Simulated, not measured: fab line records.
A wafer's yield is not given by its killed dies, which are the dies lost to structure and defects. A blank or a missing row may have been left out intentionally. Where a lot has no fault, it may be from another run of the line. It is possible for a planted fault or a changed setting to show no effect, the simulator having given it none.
A single fault, viewed from 2 desks / flow n5Finfet / numbers are kept per desk, each desk with only its own; the story behind them comes last

TOOL OWNER'S DESK, rieSi-02
The tool's own readings at N5_DUMMY_GATE_ETCH_32 (etches SiO2 in CF4, target depth 3.5 nm, time 3.9 s): means of the sampled wafers that have a number, for each lot that ran on this tool. Marked OUT: a lot whose mean sits more than 4 standard deviations from the usual mean, which makes it out of limits; the brackets give that distance.
Columns: A = drypumpMotorCurrentA at N5_DUMMY_GATE_ETCH_32, usual 5.6 A; B = oesProductAu at N5_DUMMY_GATE_ETCH_32, usual 0.998 a.u.; C = throttleValvePct at N5_DUMMY_GATE_ETCH_32, usual 21.7 %
lot=L262; first seen here=day 2 21:49; A=5.9; B=0.999; C=21.7
lot=L269; first seen here=day 4 16:50; A=5.8; B=1.002; C=21.4
lot=L270; first seen here=day 4 23:11; A=5.6; B=1.012; C=21.9
This desk found nothing out of limits on any of the 3 lots.

FROM THE METROLOGY DESK
Means of the sampled wafers that have a number, per lot and without regard to the tool the lot ran on: this is what the gauges read. Marked OUT: a lot whose mean sits more than 4 standard deviations from the usual mean, which makes it out of limits; the brackets give that distance. Readings shown: 7 of its 11, picked as those furthest out on some lot.
Columns: A = cdNm at N5_DUMMY_GATE_CD_MEAS_50, usual 14.0 nm; B = DIBL_N at N5_BEOL_M4_RC_MEAS_101, usual 36.4 mV/V; C = DIBL_P at N5_BEOL_M4_RC_MEAS_101, usual 36.4 mV/V; D = IOFF_P at N5_BEOL_M4_RC_MEAS_101, usual 0.21 nA/um; E = ION_P at N5_BEOL_M4_RC_MEAS_101, usual 465 uA/um; F = VT_N at N5_BEOL_M4_RC_MEAS_101, usual 249 mV; G = VT_P at N5_BEOL_M4_RC_MEAS_101, usual -250 mV
lot=L262; first seen here=day 2 21:31; A=14.1; B=36.7; C=34.2; D=0.16; E=457; F=253; G=-256
lot=L266; first seen here=day 4 02:47; A=13.6; B=36.3; C=38.3; D=0.21; E=464; F=249; G=-252
lot=L269; first seen here=day 4 16:31; A=14.5; B=34.9; C=36.4; D=0.21; E=471; F=247; G=-250
lot=L270; first seen here=day 4 22:53; A=14.1; B=36.1; C=36.0; D=0.20; E=465; F=250; G=-254
lot=L281; first seen here=day 7 16:53; A=14.4; B=37.6; C=35.0; D=0.22; E=466; F=247; G=-251
lot=L284; first seen here=day 8 10:09; A=14.1; B=36.8; C=36.1; D=0.22; E=469; F=250; G=-248
This desk found nothing out of limits on any of the 6 lots.

TAKEN TOGETHER
Nothing out of limits was seen by the tool owner's desk.
The metrology desk saw nothing out of limits.

WHAT THE SIMULATOR HAD PUT IN
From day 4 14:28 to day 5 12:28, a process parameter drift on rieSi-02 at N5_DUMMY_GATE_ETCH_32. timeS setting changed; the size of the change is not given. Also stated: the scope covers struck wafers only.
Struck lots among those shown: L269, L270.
